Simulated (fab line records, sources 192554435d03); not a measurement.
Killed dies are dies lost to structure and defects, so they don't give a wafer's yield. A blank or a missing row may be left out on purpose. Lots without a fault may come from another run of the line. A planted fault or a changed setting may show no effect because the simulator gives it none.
Chamber matching | flow n5_finfet | N5_SD_EPI_P_ETCH_37 on rie_diel-04: 4 sister chambers
The step etches SOC in N2/H2, overetch 108 nm, time 486 s. 4 wafers are shown with their chamber, then 9 later ones without.

WAFERS WITH THEIR CHAMBER
wafer  | chamber | showerhead_plenum_p_Torr (Torr)
L080.1 | 0       | 2.53
L085.1 | 3       | 2.52
L085.2 | 2       | 2.50
L085.3 | 1       | 2.66

WAFERS WITHOUT THEIR CHAMBER
wafer  | showerhead_plenum_p_Torr (Torr)
L085.4 | 2.52
L085.5 | 2.52
L085.6 | 2.52
L093.1 | 2.52
L093.2 | 2.49
L093.3 | 2.65
L093.4 | 2.51
L093.5 | 2.51
L093.6 | 2.52

WHICH CHAMBER EACH WENT THROUGH
wafer  | from the rows above          | in truth
L085.4 | can't be placed: 3 or 0      | 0
L085.5 | can't be placed: 3 or 0      | 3
L085.6 | can't be placed: 3 or 0      | 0
L093.1 | can't be placed: 3 or 0      | 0
L093.2 | 2                            | 2
L093.3 | 1                            | 1
L093.4 | can't be placed: 2 or 3 or 0 | 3
L093.5 | can't be placed: 2 or 3 or 0 | 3
L093.6 | can't be placed: 3 or 0      | 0
Placed correctly: 2 of 9. Can't be placed from these rows: 7 (the true chamber is among the candidates in 7). Placed wrongly: 0.
How it was worked out, from the rows above alone: a wafer's distance from a chamber is the root of the sum, over the readings, of the square of ((its reading less the chamber's mean) divided by the reading's scatter). The wafer belongs to the nearest chamber; if the next one is less than 2 further off, it can't be placed. A chamber's mean is the mean of its shown wafers. The scatter: with one shown wafer a chamber, the root of the mean of the squares of how far each hidden wafer lies from its nearest shown one.
